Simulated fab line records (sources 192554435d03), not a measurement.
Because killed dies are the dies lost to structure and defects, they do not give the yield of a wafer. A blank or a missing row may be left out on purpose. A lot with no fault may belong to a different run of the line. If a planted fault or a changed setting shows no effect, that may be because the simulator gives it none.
Chamber matching -- flow n5-finfet -- N5_BEOL_M4_ALD_84 on ald-metal-03: 4 sister chambers
The step deposits TaN, pulse time 2 s, purge time 3 s, co reactant purge time 2 s. 7 wafers are shown with their chamber, then 7 later ones without.

## WAFERS WITH THEIR CHAMBER
wafer,chamber,heater-power-w (W),chamber-pressure-Torr (Torr)
L080.1,0,373,2.990
L080.2,2,426,3.004
L086.2,3,409,3.000
L086.3,2,439,3.013
L086.5,1,369,3.001
L090.2,0,382,3.003
L090.5,3,420,2.998

## WAFERS WITHOUT THEIR CHAMBER
wafer,heater-power-w (W),chamber-pressure-Torr (Torr)
L090.6,437,2.999
L096.2,410,3.002
L096.4,384,2.998
L096.5,418,2.995
L097.1,424,3.004
L097.3,441,3.006
L097.5,374,2.990

## EACH ONE'S CHAMBER
wafer,from the rows above,in truth
L090.6,can't be placed: 2 or 3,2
L096.2,3,3
L096.4,can't be placed: 0 or 1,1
L096.5,3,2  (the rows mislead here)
L097.1,can't be placed: 2 or 3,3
L097.3,2,2
L097.5,can't be placed: 0 or 1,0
Placed correctly: 2 of 7. Unplaceable from these rows: 4, with the true chamber sitting among the candidates in 4. Placed wrongly: 1.
How it was worked out, from the rows above alone: a wafer's distance from a chamber is the root of the sum, over the readings, of the square of ((its reading less the chamber's mean) divided by the reading's scatter). If the next closest chamber is less than 2 further off than the closest, the wafer can't be placed; otherwise it belongs to the closest. The mean given for a chamber averages the wafers shown for that chamber. The scatter is the square root of a quotient: the sum, over the shown wafers, of each reading's squared deviation from its chamber's mean, divided by wafers minus chambers.
